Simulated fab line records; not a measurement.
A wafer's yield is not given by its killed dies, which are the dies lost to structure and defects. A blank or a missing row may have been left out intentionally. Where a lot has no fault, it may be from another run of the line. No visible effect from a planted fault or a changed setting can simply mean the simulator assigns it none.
fab line records	flow nandHarc
record: lots: 6	wafers: 18	lastDay: 31
route steps=1302 shown A_WL_FILL@954 END@1302
lots that met no fault: taken from a fault-free run of the same line
startH: hours from the record's opening day to when the first of the lot's shown wafers began	waitH: how many hours have passed since the lot's step before this one	" same as the row above	L1.1+2: one row covering several wafers at once	- no value present, or no start provided	* or withheld: withheld	< > ~ a bound
route shown NAME@n: names a module that has steps shown in the file, with the first one's number in the route	usual: the fault-free wafers' mean and standard deviation	same: alike in all rows	chamber/n: place in a boat	sites: readings site by site	_std_site: standard deviation across them	_edge_site: the outer-site mean with the inner-site mean subtracted	radiusMm: for every site, how far away it sits from the centre of the wafer	mask NAME#n: copy n	behind: tool/chamber where the wafer was last shaped	hold: what put the lot on hold/how long, in hours/how the hold closed	device: transistor that didn't switch, given as n, p or np	end of line: the tests these same wafers got at the end of their route	for a step that has no rows: nothing shown but its recipe	killed: at the first sort, the dies lost to defects and structure; wafer yield is something else	map: dies across one wafer; x = killed, . = not, _ = none there
set.NAME: the setting that was run; set.NAME@STEP: the one run at that earlier step	model.NAME: the simulator's own value behind a step, which no gauge read
lots at some steps of the route; a table a step, a row a wafer
services: from which hour (startH, from the record's first day; less than 0 if before it) a tool's chamber was out of use, for how many hours, and why
== steps ==
step: NHARC_A_WL_FILL_ALD_02
recipe: targetThkA: 20	pulseTimeS: 3	aldCycles: 100	tempC: 450	material: TiN
usual: heaterPowerW: 1085/120	precursorPulseHeightRel: 1.003/0.021
lot.wafer	tool	chamber	startH	waitH	heaterPowerW	precursorPulseHeightRel
L837.4	aldMetal-03	3	480.33	0.1	1038	0.993
L837.1	"	2	"	"	1050	1.039
L837.5	"	3	"	"	1060	0.999
L838.4	aldMetal-03	2	498.24	0.1	1056	0.998
L838.2	"	3	"	"	1030	1.023
L838.6	"	3	"	"	1023	0.984
L843.1	aldMetal-03	1	566.01	0.3	1065	0.997
L843.3	"	2	"	"	1052	1.011
L843.5	"	3	"	"	1010	1.006
L844.4	aldMetal-02	2	586.83	0.1	1284	1.032
L844.1	"	0	"	"	1055	1.010
L844.6	"	1	"	"	934	0.980
L851.2	aldMetal-03	0	638.10	0.2	1034	0.980
L851.1	"	2	"	"	1078	0.996
L851.5	"	3	"	"	1063	0.994
L853.4	aldMetal-02	3	651.93	0.2	1161	1.061
L853.6	"	1	"	"	926	1.000
L853.5	"	2	"	"	1205	1.016
step: NHARC_A_WL_FILL_CVD_03
recipe: targetThkA: 400	tempC: 300	pressureTorr: 40	wf6FlowSccm: 40	h2FlowSccm: 1600	arFlowSccm: 1560	timeS: 279	material: W
usual: heaterPowerW: 478/56	throttleValvePct: 8.04/0.18
lot.wafer	tool	chamber	startH	waitH	heaterPowerW	throttleValvePct
L837.1	cvdW-01	1	481.05	0.3	421	8.24
L837.4	"	1	"	"	424	8.08
L837.5	"	0	"	"	452	8.32
L838.2	cvdW-02	1	498.74	0.1	587	7.66
L838.4	"	0	"	"	503	7.94
L838.6	"	1	"	"	572	7.78
L843.1	cvdW-02	0	566.43	0.1	504	7.81
L843.3	"	0	"	"	513	8.18
L843.5	"	1	"	"	571	7.59
L844.1	cvdW-02	0	587.23	0.1	515	8.01
L844.4	"	0	"	"	505	8.08
L844.6	"	0	"	"	513	7.89
L851.2	cvdW-01	0	638.50	0.1	471	8.04
L851.1	"	1	"	"	405	8.15
L851.5	"	0	"	"	462	8.03
L853.4	cvdW-01	0	652.40	0.2	483	8.03
L853.5	"	0	"	"	479	8.12
L853.6	"	1	"	"	410	8.38
step: NHARC_A_WL_FILL_ETCHBACK_04
recipe: targetDepthA: 600	timeS: 120	chemistry: NF3
usual: drypumpMotorCurrentA: 5.6/0.67	oesProductAu: 1.004/0.0089	runLengthS: 141.2/0.46
lot.wafer	tool	chamber	startH	waitH	drypumpMotorCurrentA	oesProductAu	rfHoursCounterH	runLengthS
L837.1	rieMetal-03	1	481.45	0.3	4.7	0.999	2.8	141.1
L837.4	"	1	"	"	4.7	0.998	-	141.4
L837.5	"	0	"	"	5.1	1.000	-	141.4
L838.2	rieMetal-01	0	499.05	0.3	6.4	1.010	1.6	140.9
L838.4	"	1	"	"	5.8	1.000	-	140.7
L838.6	"	1	"	"	5.8	0.999	-	140.8
L843.1	rieMetal-03	1	566.75	0.3	4.7	1.007	0.7	141.1
L843.3	"	1	"	"	4.7	1.001	-	141.9
L843.5	"	0	"	"	5.1	1.008	-	141.5
L844.1	rieMetal-01	1	587.60	0.3	5.8	1.010	0.0	140.8
L844.4	"	1	"	"	5.8	1.011	-	140.3
L844.6	"	1	"	"	5.8	1.006	-	140.8
L851.2	rieMetal-03	1	638.87	0.3	4.7	1.004	1.8	141.1
L851.1	"	0	"	"	5.1	1.008	1.8	141.9
L851.5	"	1	"	"	4.7	1.005	-	141.2
L853.4	rieMetal-01	0	652.73	0.3	6.4	1.017	-	140.9
L853.5	"	0	"	"	6.4	1.011	-	141.1
L853.6	"	1	"	"	5.8	0.996	-	140.8
step: NHARC_A_WL_FILL_ETCHBACK_05
recipe: targetDepthA: 220	timeS: 60	tempC: 40	chemistry: Cl2/BCl3
usual: drypumpMotorCurrentA: 5.5/0.66	oesProductAu: 1.004/0.0096	runLengthS: 81.2/0.48
lot.wafer	tool	chamber	startH	waitH	drypumpMotorCurrentA	oesProductAu	rfHoursCounterH	runLengthS
L837.1	rieMetal-03	0	481.70	0.2	5.1	0.996	2.9	81.2
L837.4	"	1	"	"	4.6	0.997	-	81.4
L837.5	"	1	"	"	4.7	1.001	-	81.7
L838.2	rieMetal-01	0	499.29	0.2	6.4	1.017	1.7	80.8
L838.4	"	1	"	"	5.8	1.004	-	80.2
L838.6	"	0	"	"	6.4	1.012	-	81.3
L843.1	rieMetal-03	1	567.00	0.2	4.7	1.007	0.9	81.4
L843.3	"	1	"	"	4.7	1.010	-	81.3
L843.5	"	1	"	"	4.7	1.009	-	81.5
L844.1	rieMetal-01	1	587.84	0.2	5.9	1.008	0.1	80.2
L844.4	"	1	"	"	5.9	1.007	-	80.7
L844.6	"	1	"	"	5.9	1.002	-	80.4
L851.2	rieMetal-03	1	639.12	0.2	4.7	0.992	2.0	81.0
L851.1	"	0	"	"	5.1	0.997	2.0	81.2
L851.5	"	0	"	"	5.1	0.997	-	81.2
L853.4	rieMetal-01	1	652.94	0.2	5.9	1.013	-	80.4
L853.6	"	0	"	"	6.4	1.019	-	80.9
L853.5	"	1	"	"	5.8	1.004	-	80.2
step: NHARC_A_WL_FILL_STRIP_27
recipe: powerW: 1500	tempC: 250	timeS: 20	chemistry: N2/H2
usual: drypumpMotorCurrentA: 5.24/0.3	heaterPowerW: 335/42
lot.wafer	tool	chamber	startH	waitH	drypumpMotorCurrentA	heaterPowerW	rfHoursCounterH
L837.1	plasmaAsher-01	0	481.85	0.1	5.53	357	28
L837.4	"	1	"	"	5.46	265	-
L837.5	"	1	"	"	5.45	266	-
L838.2	plasmaAsher-01	1	499.43	0.1	5.44	264	30
L838.4	"	0	"	"	5.51	357	-
L838.6	"	0	"	"	5.52	369	-
L843.1	plasmaAsher-02	1	567.16	0.1	4.77	379	27
L843.3	"	0	"	"	5.24	348	-
L843.5	"	1	"	"	4.74	381	-
L844.1	plasmaAsher-02	0	588.00	0.1	5.21	357	30
L844.4	"	1	"	"	4.76	369	-
L844.6	"	1	"	"	4.76	369	-
L851.2	plasmaAsher-02	1	639.25	0.1	4.78	375	7
L851.1	"	0	"	"	5.22	327	7
L851.5	"	0	"	"	5.21	322	-
L853.4	plasmaAsher-02	1	653.11	0.2	4.76	373	-
L853.5	"	0	"	"	5.19	330	-
L853.6	"	1	"	"	4.75	378	-
step: NHARC_A_WL_FILL_STRIP_28
recipe: timeS: 1200	tempC: 72.5	chemistry: postEtchResidueRemover
step: NHARC_A_WL_FILL_PRECLEAN_06
recipe: timeS: 300	chemistry: DIW
step: NHARC_A_WL_FILL_SRD_07
step: NHARC_A_WL_FILL_ANNEAL_08
recipe: tempC: 450	timeS: 1800
step: NHARC_A_WL_FILL_ALD_10
recipe: targetThkA: 500	pulseTimeS: 10	aldCycles: 500	tempC: 300	material: SiO2
step: NHARC_A_WL_FILL_ETCHBACK_16
recipe: targetDepthA: 1200	timeS: 24	c4f8FlowSccm: withheld	o2FlowSccm: 8	arFlowSccm: withheld	rfW: 600	biasW: 800	chemistry: C4F8/O2/Ar
usual: oesProductAu: 0.98/0.034	rfVppV: 721/3.4	runLengthS: 45.1/0.44
lot.wafer	tool	chamber	startH	waitH	oesProductAu	rfHoursCounterH	rfVppV	runLengthS
L837.1	rieDiel-03	2	492.11	-	0.92	0.8	716	44.6
L837.4	"	0	"	"	0.92	0.8	719	45.2
L837.5	"	2	"	"	0.92	-	716	44.6
L838.2	rieDiel-13	2	509.59	-	0.99	8.5	718	45.5
L838.4	"	1	"	"	0.98	9.8	724	44.8
L838.6	"	3	"	"	0.97	-	724	45.0
L843.3	rieDiel-03	3	580.08	-	1.01	3.2	720	25.9
L843.1	"	1	"	"	0.99	3.4	716	26.6
L843.5	"	3	"	"	1.00	-	719	25.7
L844.4	rieDiel-03	1	598.03	-	0.95	3.5	714	26.7
L844.1	"	2	"	"	0.96	3.6	717	26.1
L844.6	"	0	"	"	0.93	-	719	26.6
L851.2	rieDiel-02	3	649.28	-	0.99	2.9	723	45.3
L851.1	"	0	"	"	0.99	2.5	727	44.4
L851.5	"	0	"	"	0.99	-	726	44.6
L853.4	rieDiel-13	3	666.03	-	1.01	7.3	723	45.1
L853.6	"	1	"	"	1.01	-	725	44.3
L853.5	"	2	"	"	1.01	-	718	45.2
step: NHARC_A_WL_FILL_STRIP_29
recipe: timeS: 20	o2FlowSccm: 500	arFlowSccm: 0	biasW: 0	chemistry: O2
step: NHARC_END_SORT_01
recipe: tempC: 25
usual: killedAtArray: 55/20	killedAtOther: 1.1/1.2	killedAtPeriphery: 3.8/2.8	killedDies: 60/19	killedOpen: 3.4/1.9	killedShort: 2.2/1.5
same: grossDies: 677
lot.wafer	tool	chamber	startH	waitH	killedAtArray	killedAtOther	killedAtPeriphery	killedDies	killedOpen	killedShort
L843.1	prober-01	0	662.92	2.5	675	1	1	677	4	2
L843.3	prober-01	0	664.51	3.1	675	1	1	677	2	1
L843.5	prober-01	0	666.11	3.7	675	0	2	677	2	1
L844.1	prober-02	0	682.96	2.5	670	0	7	677	2	2
L844.4	prober-02	0	685.39	3.4	675	0	2	677	2	1
L844.6	prober-02	0	687.01	4.1	673	1	3	677	2	2
killed by level:class
L843.1 A_WL_FILL:areaEtchback=604 A_CHANNEL_HOLE_D1:chamberFilmFlake=29 A_SLIT:chamberFilmFlake=29 A_CONTACT:chamberFilmFlake=3 P_GATE:geometricParticle:open=1 A_ONON_D2:geometricParticle:open=1 A_CONTACT:geometricParticle:short=1 A_CONTACT:geometricParticle:open=1
L843.3 A_WL_FILL:areaEtchback=597 A_CHANNEL_HOLE_D1:chamberFilmFlake=33 A_SLIT:chamberFilmFlake=33 A_CONTACT:chamberFilmFlake=5 A_STAIRCASE:chamberFilmFlake=3 A_CHANNEL_FILL_D1:geometricParticle:open=1 A_ONON_D2:geometricParticle:open=1 A_CHANNEL_HOLE_D2:geometricParticle:short=1
L843.5 A_WL_FILL:areaEtchback=599 A_CHANNEL_HOLE_D1:chamberFilmFlake=31 A_SLIT:chamberFilmFlake=30 A_CONTACT:chamberFilmFlake=6 A_CHANNEL_HOLE_D2:unspecified=3 P_STI:chamberFilmFlake=2 A_SOURCE_PLATE:geometricParticle:open=1 A_CHANNEL_HOLE_D1:geometricParticle:short=1
L844.1 A_WL_FILL:areaEtchback=630 A_CHANNEL_HOLE_D2:chamberFilmFlake=12 A_CHANNEL_HOLE_D1:chamberFilmFlake=6 A_STAIRCASE:chamberFilmFlake=5 P_STI:chamberFilmFlake=4 A_WL_FILL:chamberFilmFlake=4 A_CONTACT:chamberFilmFlake=4 P_GATE:chamberFilmFlake=3
L844.4 A_WL_FILL:areaEtchback=628 A_CHANNEL_HOLE_D2:chamberFilmFlake=25 A_SLIT:chamberFilmFlake=4 A_CONTACT:chamberFilmFlake=4 A_BONDPAD:chamberFilmFlake=3 A_BLC:geometricParticle:open=2 P_GATE:chamberFilmFlake=2 A_DECK1_JOINT:chamberFilmFlake=2
L844.6 A_WL_FILL:areaEtchback=632 A_CHANNEL_HOLE_D2:chamberFilmFlake=13 A_STAIRCASE:chamberFilmFlake=5 A_CONTACT:chamberFilmFlake=5 A_CHANNEL_HOLE_D1:chamberFilmFlake=4 A_SLIT:chamberFilmFlake=4 P_GATE:chamberFilmFlake=3 A_BONDPAD:chamberFilmFlake=3
map L843.1 (x killed, . not)
____________x____________
_________xxxxxxx_________
_______xxxxxxxxxxx_______
______xxxxxxxxxxxxx______
_____xxxxxxxxxxxxxxx_____
____xxxxxxxxxxxxxxxxx____
____xxxxxxxxxxxxxxxxx____
___xxxxxxxxxxxxxxxxxxx___
___xxxxxxxxxxxxxxxxxxx___
__xxxxxxxxxxxxxxxxxxxxx__
__xxxxxxxxxxxxxxxxxxxxx__
_xxxxxxxxxxxxxxxxxxxxxxx_
_xxxxxxxxxxxxxxxxxxxxxxx_
_xxxxxxxxxxxxxxxxxxxxxxx_
_xxxxxxxxxxxxxxxxxxxxxxx_
_xxxxxxxxxxxxxxxxxxxxxxx_
xxxxxxxxxxxxxxxxxxxxxxxxx
xxxxxxxxxxxxxxxxxxxxxxxxx
xxxxxxxxxxxxxxxxxxxxxxxxx
xxxxxxxxxxxxxxxxxxxxxxxxx
xxxxxxxxxxxxxxxxxxxxxxxxx
_xxxxxxxxxxxxxxxxxxxxxxx_
_xxxxxxxxxxxxxxxxxxxxxxx_
_xxxxxxxxxxxxxxxxxxxxxxx_
_xxxxxxxxxxxxxxxxxxxxxxx_
_xxxxxxxxxxxxxxxxxxxxxxx_
__xxxxxxxxxxxxxxxxxxxxx__
__xxxxxxxxxxxxxxxxxxxxx__
___xxxxxxxxxxxxxxxxxxx___
___xxxxxxxxxxxxxxxxxxx___
____xxxxxxxxxxxxxxxxx____
____xxxxxxxxxxxxxxxxx____
_____xxxxxxxxxxxxxxx_____
______xxxxxxxxxxxxx______
_______xxxxxxxxxxx_______
_________xxxxxxx_________
____________x____________
map L844.1 (x killed, . not)
____________x____________
_________xxxxxxx_________
_______xxxxxxxxxxx_______
______xxxxxxxxxxxxx______
_____xxxxxxxxxxxxxxx_____
____xxxxxxxxxxxxxxxxx____
____xxxxxxxxxxxxxxxxx____
___xxxxxxxxxxxxxxxxxxx___
___xxxxxxxxxxxxxxxxxxx___
__xxxxxxxxxxxxxxxxxxxxx__
__xxxxxxxxxxxxxxxxxxxxx__
_xxxxxxxxxxxxxxxxxxxxxxx_
_xxxxxxxxxxxxxxxxxxxxxxx_
_xxxxxxxxxxxxxxxxxxxxxxx_
_xxxxxxxxxxxxxxxxxxxxxxx_
_xxxxxxxxxxxxxxxxxxxxxxx_
xxxxxxxxxxxxxxxxxxxxxxxxx
xxxxxxxxxxxxxxxxxxxxxxxxx
xxxxxxxxxxxxxxxxxxxxxxxxx
xxxxxxxxxxxxxxxxxxxxxxxxx
xxxxxxxxxxxxxxxxxxxxxxxxx
_xxxxxxxxxxxxxxxxxxxxxxx_
_xxxxxxxxxxxxxxxxxxxxxxx_
_xxxxxxxxxxxxxxxxxxxxxxx_
_xxxxxxxxxxxxxxxxxxxxxxx_
_xxxxxxxxxxxxxxxxxxxxxxx_
__xxxxxxxxxxxxxxxxxxxxx__
__xxxxxxxxxxxxxxxxxxxxx__
___xxxxxxxxxxxxxxxxxxx___
___xxxxxxxxxxxxxxxxxxx___
____xxxxxxxxxxxxxxxxx____
____xxxxxxxxxxxxxxxxx____
_____xxxxxxxxxxxxxxx_____
______xxxxxxxxxxxxx______
_______xxxxxxxxxxx_______
_________xxxxxxx_________
____________x____________
== services ==
tool	chamber	startH	hours	kind
rieDiel-03	-	458.30	9.0	pm
cvdW-02	-	472.98	0.3	repair
rieDiel-13	3	487.95	12.3	repair
aldMetal-02	-	505.12	1.4	repair
cvdW-02	1	506.25	3.7	repair
rieDiel-13	2	513.03	6.6	repair
rieMetal-03	-	519.00	9.0	pm
rieDiel-13	-	519.01	9.0	pm
plasmaAsher-01	-	520.56	9.0	pm
plasmaAsher-02	-	524.66	5.6	repair
cvdW-02	-	531.83	2.5	repair
plasmaAsher-02	-	541.46	3.6	repair
rieMetal-01	1	544.51	22.6	repair
rieDiel-13	-	545.98	0.5	repair
cvdW-01	-	547.08	13.0	pm
aldMetal-03	-	568.00	10.0	pm
rieMetal-01	-	575.00	9.0	pm
aldMetal-03	2	580.55	28.1	repair
rieMetal-01	1	593.67	2.4	repair
rieDiel-03	2	601.13	2.0	repair
plasmaAsher-02	-	603.43	9.0	pm
cvdW-02	-	631.00	13.0	pm
aldMetal-03	-	633.90	0.4	repair
rieDiel-03	-	635.30	9.0	pm
== key ==
firstSign: step: NHARC_A_WL_FILL_ETCHBACK_16	reading: runLengthS	direction: down	sigmas: 42	usual: *	struck: *
effect: step: NHARC_END_SORT_01	reading: killedDies	direction: up	sigmas: 32	usual: 60	struck: 677
moreKillsBornAt: NHARC_A_WL_FILL_ETCHBACK_16@rieDiel-03: 3690
metAt NHARC_A_WL_FILL_ETCHBACK_16
struckWafers L843.1,L843.3,L843.5,L844.1,L844.4,L844.6
laterRowsLeftOut L843.1,L843.3,L843.5,L844.1,L844.4,L844.6
testerLeftOut L843,L844
onsetBetween 492.11 580.08
earlierFault: kind: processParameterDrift	tool: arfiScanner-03	chamber: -	onsetH: 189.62	steps: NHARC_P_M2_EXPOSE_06	channel: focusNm	offset: 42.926	spreadByWafer: 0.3	shape: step	endH: 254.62
fault: kind: processParameterDrift	tool: rieDiel-03	chamber: -	onsetH: 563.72	steps: NHARC_A_WL_FILL_ETCHBACK_16	channel: timeS	offset: *	shape: step	actsIn: *	stated: *
testerLeftOut: of these lots the tester's yield and bins aren't shown, on N5 and GAA mostly nor the transistor test; their killed dies are dies lost to structure and defects alone, not to doping, threshold or leakage, so they don't give the yield
laterRowsLeftOut: the simulator's readings of these wafers behind a module that went badly wrong aren't trusted and aren't shown, but for the sort
